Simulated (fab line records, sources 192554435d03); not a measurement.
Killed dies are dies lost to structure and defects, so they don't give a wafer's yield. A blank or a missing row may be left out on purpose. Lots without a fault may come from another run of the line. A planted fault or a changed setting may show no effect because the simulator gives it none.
Chamber matching | flow n5_finfet | N5_GATE_CUT_CMP_43 on cmp-01: 4 sister chambers
The step polishes SiO2. 4 wafers are shown with their chamber, then 12 later ones without.

WAFERS WITH THEIR CHAMBER
wafer  | chamber | motor_current_A (A)
L085.5 | 0       | 12.0
L087.2 | 2       | 11.5
L087.4 | 3       | 10.9
L087.6 | 1       | 10.6

WAFERS WITHOUT THEIR CHAMBER
wafer  | motor_current_A (A)
L093.1 | 10.1
L093.3 | 11.7
L093.4 | 10.6
L094.1 | 10.9
L094.3 | 11.2
L094.6 | 10.7
L096.1 | 11.5
L096.4 | 10.6
L096.5 | 12.1
L097.1 | 11.3
L097.4 | 12.5
L097.6 | 11.5

WHICH CHAMBER EACH WENT THROUGH
wafer  | from the rows above          | in truth
L093.1 | can't be placed: 1 or 3      | 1
L093.3 | can't be placed: 2 or 0      | 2
L093.4 | can't be placed: 1 or 3      | 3
L094.1 | can't be placed: 3 or 1      | 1
L094.3 | can't be placed: 3 or 2 or 1 | 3
L094.6 | can't be placed: 1 or 3      | 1
L096.1 | 2                            | 2
L096.4 | can't be placed: 1 or 3      | 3
L096.5 | 0                            | 0
L097.1 | can't be placed: 2 or 3      | 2
L097.4 | 0                            | 0
L097.6 | 2                            | 2
Placed correctly: 4 of 12. Can't be placed from these rows: 8 (the true chamber is among the candidates in 8). Placed wrongly: 0.
How it was worked out, from the rows above alone: a wafer's distance from a chamber is the root of the sum, over the readings, of the square of ((its reading less the chamber's mean) divided by the reading's scatter). The wafer belongs to the nearest chamber; if the next one is less than 2 further off, it can't be placed. A chamber's mean is the mean of its shown wafers. The scatter: with one shown wafer a chamber, the root of the mean of the squares of how far each hidden wafer lies from its nearest shown one.
